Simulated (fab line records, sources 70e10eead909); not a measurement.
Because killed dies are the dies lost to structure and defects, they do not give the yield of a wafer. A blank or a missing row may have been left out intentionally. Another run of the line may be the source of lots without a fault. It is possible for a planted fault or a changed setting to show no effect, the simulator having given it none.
Chamber matching || flow nandHarc || 4 sister chambers for NHARC_A_STAIRCASE_DESCUM_312 on rieDiel-01
The step chemistry O2, time 3 s. 8 wafers are shown with their chamber, then 12 later ones without.

== WAFERS WITH THEIR CHAMBER ==
{"wafer": "L075.4", "chamber": 1, "showerheadPlenumPTorr (Torr)": 1.93, "throttleValvePct (%)": 11.297}
{"wafer": "L077.5", "chamber": 1, "showerheadPlenumPTorr (Torr)": 1.93, "throttleValvePct (%)": 11.299}
{"wafer": "L086.1", "chamber": 0, "showerheadPlenumPTorr (Torr)": 2.05, "throttleValvePct (%)": 11.304}
{"wafer": "L086.3", "chamber": 3, "showerheadPlenumPTorr (Torr)": 2.03, "throttleValvePct (%)": 11.300}
{"wafer": "L086.4", "chamber": 2, "showerheadPlenumPTorr (Torr)": 1.88, "throttleValvePct (%)": 11.311}
{"wafer": "L088.1", "chamber": 3, "showerheadPlenumPTorr (Torr)": 2.02, "throttleValvePct (%)": 11.300}
{"wafer": "L088.3", "chamber": 0, "showerheadPlenumPTorr (Torr)": 2.04, "throttleValvePct (%)": 11.304}
{"wafer": "L088.6", "chamber": 2, "showerheadPlenumPTorr (Torr)": 1.88, "throttleValvePct (%)": 11.316}

== WAFERS WITH NO CHAMBER GIVEN ==
{"wafer": "L089.1", "showerheadPlenumPTorr (Torr)": 1.88, "throttleValvePct (%)": 11.320}
{"wafer": "L089.4", "showerheadPlenumPTorr (Torr)": 1.92, "throttleValvePct (%)": 11.308}
{"wafer": "L089.5", "showerheadPlenumPTorr (Torr)": 2.02, "throttleValvePct (%)": 11.313}
{"wafer": "L089.2", "showerheadPlenumPTorr (Torr)": 2.04, "throttleValvePct (%)": 11.311}
{"wafer": "L089.3", "showerheadPlenumPTorr (Torr)": 2.02, "throttleValvePct (%)": 11.295}
{"wafer": "L089.6", "showerheadPlenumPTorr (Torr)": 1.88, "throttleValvePct (%)": 11.307}
{"wafer": "L095.2", "showerheadPlenumPTorr (Torr)": 1.87, "throttleValvePct (%)": 11.322}
{"wafer": "L095.4", "showerheadPlenumPTorr (Torr)": 2.03, "throttleValvePct (%)": 11.325}
{"wafer": "L095.5", "showerheadPlenumPTorr (Torr)": 2.03, "throttleValvePct (%)": 11.322}
{"wafer": "L097.2", "showerheadPlenumPTorr (Torr)": 1.87, "throttleValvePct (%)": 11.305}
{"wafer": "L097.3", "showerheadPlenumPTorr (Torr)": 2.02, "throttleValvePct (%)": 11.313}
{"wafer": "L097.6", "showerheadPlenumPTorr (Torr)": 1.87, "throttleValvePct (%)": 11.320}

== WHICH CHAMBER EACH ONE RAN IN ==
{"wafer": "L089.1", "from the rows above": 2, "in truth": 2}
{"wafer": "L089.4", "from the rows above": 1, "in truth": 1}
{"wafer": "L089.5", "from the rows above": "can't be placed: 0 or 3", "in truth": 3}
{"wafer": "L089.2", "from the rows above": 0, "in truth": 0}
{"wafer": "L089.3", "from the rows above": 3, "in truth": 3}
{"wafer": "L089.6", "from the rows above": 2, "in truth": 2}
{"wafer": "L095.2", "from the rows above": 2, "in truth": 2}
{"wafer": "L095.4", "from the rows above": "can't be placed: 0 or 3", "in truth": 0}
{"wafer": "L095.5", "from the rows above": "can't be placed: 0 or 3", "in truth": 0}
{"wafer": "L097.2", "from the rows above": 2, "in truth": 2}
{"wafer": "L097.3", "from the rows above": "can't be placed: 0 or 3", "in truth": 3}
{"wafer": "L097.6", "from the rows above": 2, "in truth": 2}
Correct placement for 8 of the 12. From these rows, 4 cannot be placed; in 4 the true chamber is one of the candidates. Number placed wrongly: 0.
How it was worked out, from the rows above alone: a wafer's distance from a chamber is the root of the sum, over the readings, of the square of ((its reading less the chamber's mean) divided by the reading's scatter). The wafer belongs to the nearest chamber; if the next one is less than 2 further off, it can't be placed. For every chamber, the mean is computed from those of its wafers that are shown. How the scatter is found: for the shown wafers, subtract from each reading the mean of its chamber, square and add these, divide the total by (wafers less chambers), then take the root.
